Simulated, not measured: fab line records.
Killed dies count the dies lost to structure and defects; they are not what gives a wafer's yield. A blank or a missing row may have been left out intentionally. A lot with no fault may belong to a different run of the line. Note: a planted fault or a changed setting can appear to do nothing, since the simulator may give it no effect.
Lot-split experiment / flow n5Finfet / 21 wafers read from 7 lots, route of 1938 steps

ABOUT THE SPLIT
At N5_BEOL_M9_TRENCH_ETCH_37 (etches SiCOH lowk in C4F6/O2, target depth 151.43 nm, time 49 s), the setting timeS was moved away from the recipe's 49 s on 3 of the 21 wafers read, by -18.8% to -10.2%. For the rest of the wafers, this setting stayed at what the recipe calls for.

FROM THE SPLIT TO THE READING: what the file shows between them, 16 steps
- N5_BEOL_M9_ETCH_41: etches SiCN in CH3F/O2, target depth 36.6 nm, time 70.1 s
- N5_BEOL_M9_STRIP_80: strips in N2/H2, time 10 s
- N5_BEOL_M9_OCD_MEAS_38
- N5_BEOL_M9_HM_STRIP_39: strips TiN in peroxide tin strip, target depth 25 nm, time 158 s
- N5_BEOL_M9_SRD_40: time 30 s
- N5_BEOL_M9_PRECLEAN_42: cleans in residue remover, time 60 s
- N5_BEOL_M9_SRD_43: time 30 s
- N5_BEOL_M9_CD_MEAS_35: target cd 70 nm, target cd y 40 nm
- N5_BEOL_M9_CURE_72: cures SiCOH lowk, time 120 s
- N5_BEOL_M9_DEGAS_44: time 60 s
- N5_BEOL_M9_ECD_50: material Cu, target thk 318 nm
- N5_BEOL_M9_ANNEAL_51: time 90 s
- N5_BEOL_M9_CMP_52: polishes, stops on SiCOH lowk, t overpolish 7 s, target thk 140 nm
- N5_BEOL_M9_THK_MEAS_53: measures by xrf
- N5_BEOL_M9_PRE_CLEAN_55: time 15 s
- N5_BEOL_M9_DEP_56: deposits SiCN from 3MS/NH3, target thk 15 nm, time 26.5 s

THE READING
M9_RS, in ohm/sq, at N5_BEOL_M9_RS_MEAS_57 (measures by four-point-probe). Typical for fault-free wafers on this fab line: 0.151 ohm/sq, with standard deviation 0.0031 ohm/sq.

wafer=L076.2; tool, chamber at the split=rieDiel-04, 0; timeS as run, s=49; against the recipe=recipe; M9_RS, ohm/sq=0.147; against lot-mates on the recipe=-
wafer=L076.4; tool, chamber at the split=rieDiel-04, 3; timeS as run, s=49; against the recipe=recipe; M9_RS, ohm/sq=0.153; against lot-mates on the recipe=-
wafer=L076.6; tool, chamber at the split=rieDiel-04, 0; timeS as run, s=44.02; against the recipe=-10.2%; M9_RS, ohm/sq=0.165; against lot-mates on the recipe=+0.015
wafer=L078.1; tool, chamber at the split=rieDiel-04, 0; timeS as run, s=49; against the recipe=recipe; M9_RS, ohm/sq=0.148; against lot-mates on the recipe=-
wafer=L078.3; tool, chamber at the split=rieDiel-04, 3; timeS as run, s=49; against the recipe=recipe; M9_RS, ohm/sq=0.152; against lot-mates on the recipe=-
wafer=L078.5; tool, chamber at the split=rieDiel-04, 0; timeS as run, s=49; against the recipe=recipe; M9_RS, ohm/sq=0.144; against lot-mates on the recipe=-
wafer=L077.2; tool, chamber at the split=rieDiel-02, 2; timeS as run, s=49; against the recipe=recipe; M9_RS, ohm/sq=0.158; against lot-mates on the recipe=-
wafer=L077.3; tool, chamber at the split=rieDiel-02, 0; timeS as run, s=42.74; against the recipe=-12.8%; M9_RS, ohm/sq=0.181; against lot-mates on the recipe=+0.027
wafer=L077.5; tool, chamber at the split=rieDiel-02, 3; timeS as run, s=49; against the recipe=recipe; M9_RS, ohm/sq=0.150; against lot-mates on the recipe=-
wafer=L079.3; tool, chamber at the split=rieDiel-03, 1; timeS as run, s=49; against the recipe=recipe; M9_RS, ohm/sq=0.148; against lot-mates on the recipe=-
wafer=L079.4; tool, chamber at the split=rieDiel-03, 1; timeS as run, s=49; against the recipe=recipe; M9_RS, ohm/sq=0.150; against lot-mates on the recipe=-
wafer=L079.6; tool, chamber at the split=rieDiel-03, 3; timeS as run, s=49; against the recipe=recipe; M9_RS, ohm/sq=0.153; against lot-mates on the recipe=-
wafer=L083.2; tool, chamber at the split=rieDiel-03, 1; timeS as run, s=39.79; against the recipe=-18.8%; M9_RS, ohm/sq=0.195; against lot-mates on the recipe=+0.041
wafer=L083.3; tool, chamber at the split=rieDiel-03, 2; timeS as run, s=49; against the recipe=recipe; M9_RS, ohm/sq=0.156; against lot-mates on the recipe=-
wafer=L083.6; tool, chamber at the split=rieDiel-03, 1; timeS as run, s=49; against the recipe=recipe; M9_RS, ohm/sq=0.153; against lot-mates on the recipe=-
wafer=L093.2; tool, chamber at the split=rieDiel-04, 0; timeS as run, s=49; against the recipe=recipe; M9_RS, ohm/sq=0.147; against lot-mates on the recipe=-
wafer=L093.4; tool, chamber at the split=rieDiel-04, 3; timeS as run, s=49; against the recipe=recipe; M9_RS, ohm/sq=0.150; against lot-mates on the recipe=-
wafer=L093.6; tool, chamber at the split=rieDiel-04, 2; timeS as run, s=49; against the recipe=recipe; M9_RS, ohm/sq=0.154; against lot-mates on the recipe=-
wafer=L096.2; tool, chamber at the split=rieDiel-03, 0; timeS as run, s=49; against the recipe=recipe; M9_RS, ohm/sq=0.149; against lot-mates on the recipe=-
wafer=L096.3; tool, chamber at the split=rieDiel-03, 1; timeS as run, s=49; against the recipe=recipe; M9_RS, ohm/sq=0.152; against lot-mates on the recipe=-
wafer=L096.6; tool, chamber at the split=rieDiel-03, 1; timeS as run, s=49; against the recipe=recipe; M9_RS, ohm/sq=0.150; against lot-mates on the recipe=-

FIT RESULTS
A straight line over all 21 wafers: M9_RS changes by -0.00221 ohm/sq for each +1% of timeS; r = -0.95; the points scatter about the line by 0.0038 ohm/sq.
The same after taking each lot's own level away (the mean of its wafers on the recipe; 21 wafers): -0.00204 ohm/sq for each +1%; r = -0.96; scatter 0.003 ohm/sq.
That fit puts the effect of the largest move of timeS on the reading at 0.038 ohm/sq.
Across the lots, their own levels run from 0.1480 to 0.1545 ohm/sq, a range of 2.1 times the standard deviation given above.
So the lot-to-lot level changes the slope little: the two slopes agree.
Check: with one of the wafers moved furthest among these (-18.8%) left out of the fit, the line predicts +0.0351 ohm/sq for it against its lot-mates. It came out at +0.0405 ohm/sq against them.

THE WHOLE CHAIN: every reading that the file lists as answering this split, in the file's order
step=N5_BEOL_M9_TRENCH_ETCH_37; what it does=etches SiCOH lowk in C4F6/O2, target depth 151.43 nm, time 49 s; reading=etch.depthNm (the simulator's own value, which no gauge read); change (the file's fit)=+1.44 nm for each +1% of the setting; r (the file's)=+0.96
step=N5_BEOL_M9_TRENCH_ETCH_37; what it does=etches SiCOH lowk in C4F6/O2, target depth 151.43 nm, time 49 s; reading=BEOL_M9.featureDepthNm (the simulator's own value, which no gauge read); change (the file's fit)=+1.45 nm for each +1% of the setting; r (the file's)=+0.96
step=N5_BEOL_M9_OCD_MEAS_38; what it does=; reading=trenchDepthNm; change (the file's fit)=+1.46 nm for each +1% of the setting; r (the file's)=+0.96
step=N5_BEOL_M9_CMP_52; what it does=polishes, stops on SiCOH lowk, t overpolish 7 s, target thk 140 nm; reading=Cu_of_BEOL_M9_ECD_50.thkNm (the simulator's own value, which no gauge read); change (the file's fit)=+1.35 nm for each +1% of the setting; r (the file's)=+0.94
step=N5_BEOL_M9_THK_MEAS_53; what it does=measures by xrf; reading=M9_THK; change (the file's fit)=+1.37 for each +1% of the setting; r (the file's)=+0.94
step=N5_BEOL_M9_RS_MEAS_57; what it does=measures by four-point-probe; reading=M9_RS; change (the file's fit)=-0.00204 for each +1% of the setting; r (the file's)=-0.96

FILE'S OWN FIT
M9_RS changes by -0.00204 ohm/sq for each +1% of timeS, r = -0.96.
